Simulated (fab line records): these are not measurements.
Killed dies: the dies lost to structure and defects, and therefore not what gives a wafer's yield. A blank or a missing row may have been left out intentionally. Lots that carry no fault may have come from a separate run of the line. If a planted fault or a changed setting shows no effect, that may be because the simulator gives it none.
2 desks looking at one fault | flow nand harc | every desk sees just its own numbers, and what lay behind them comes last

AT THE TOOL OWNER'S DESK: litho track-01
The tool's own readings at NHARC_A_M0_PEB_07 (peb time 65 s): means of the sampled wafers that have a number, for each lot that ran on this tool. Any lot whose mean is over 4 standard deviations away from the usual mean is out of limits and marked OUT; that distance is given in the brackets.
Columns: A = heater power total W at NHARC_A_M0_PEB_07, usual 156.6 W; B = plate temp C at NHARC_A_M0_PEB_07, usual 100.00 C
lot  | first seen here | A                | B
L348 | day 24 00:24    | 156.2            | 99.95
L354 | day 25 04:41    | 156.5            | 100.08
L359 | day 28 02:55    | 153.4 (-7.3) OUT | 98.36 (-14) OUT
L360 | day 28 14:46    | 153.0 (-8.2) OUT | 98.42 (-13) OUT
This desk's verdict: out of limits on L359, L360, starting with L359 at day 28 02:55 (heater power total W at NHARC_A_M0_PEB_07). L348, L354: within limits.

METROLOGY DESK
What the gauges read, lot by lot, whatever tool the lot ran on: means of the sampled wafers that have a number. Any lot whose mean is over 4 standard deviations away from the usual mean is out of limits and marked OUT; that distance is given in the brackets.
Columns: A = cd nm at NHARC_A_BLC_CD_MEAS_19, usual 99.5 nm; B = cd nm at NHARC_A_M0_CD_MEAS_09, usual 80.2 nm; C = cd nm at NHARC_A_M0_CD_MEAS_16, usual 80.1 nm
lot  | first seen here | A     | B              | C
L346 | day 22 20:28    | 100.1 | 80.0           | 80.1
L348 | day 23 21:27    | 100.3 | 79.9           | 79.5
L352 | day 24 12:45    | 97.6  | 79.7           | 79.4
L354 | day 25 01:49    | 99.0  | 79.3           | 79.5
L353 | day 25 18:38    | 98.6  | 79.9           | 80.0
L355 | day 26 10:56    | 100.0 | 80.6           | 80.1
L359 | day 28 00:05    | 97.9  | 74.5 (-11) OUT | 74.1 (-9.5) OUT
L360 | day 28 11:58    | 102.3 | 73.6 (-13) OUT | 72.4 (-12) OUT
L365 | day 30 14:17    | 99.3  | 80.1           | 80.4
L368 | day 31 13:02    | 100.1 | 79.7           | 79.6
L367 | day 32 16:51    | 99.7  | 80.5           | 81.1
L369 | day 33 05:52    | 99.7  | 80.4           | 80.4
This desk's verdict: out of limits on L359, L360, starting with L359 at day 28 03:01 (cd nm at NHARC_A_M0_CD_MEAS_09). L346, L348, L352, L354, L353, L355, L365, L368, L367, L369: within limits.

PUT TOGETHER
On L359, L360, at day 28 02:55, an alarm was possible from the tool owner's desk.
The metrology desk could have raised an alarm at day 28 03:01, on L359, L360.
All the named lots went through NHARC_A_M0_PEB_07 on litho track-01.

WHAT HAD BEEN PUT IN BY THE SIMULATOR
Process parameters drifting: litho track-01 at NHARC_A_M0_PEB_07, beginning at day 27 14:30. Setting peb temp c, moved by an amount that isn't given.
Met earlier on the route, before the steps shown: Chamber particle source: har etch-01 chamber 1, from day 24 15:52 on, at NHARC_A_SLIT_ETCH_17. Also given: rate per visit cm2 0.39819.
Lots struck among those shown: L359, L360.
Counting hours from when the fault started, the first reading out of limits came at 12 for the tool owner's desk and at 13 for the metrology desk.
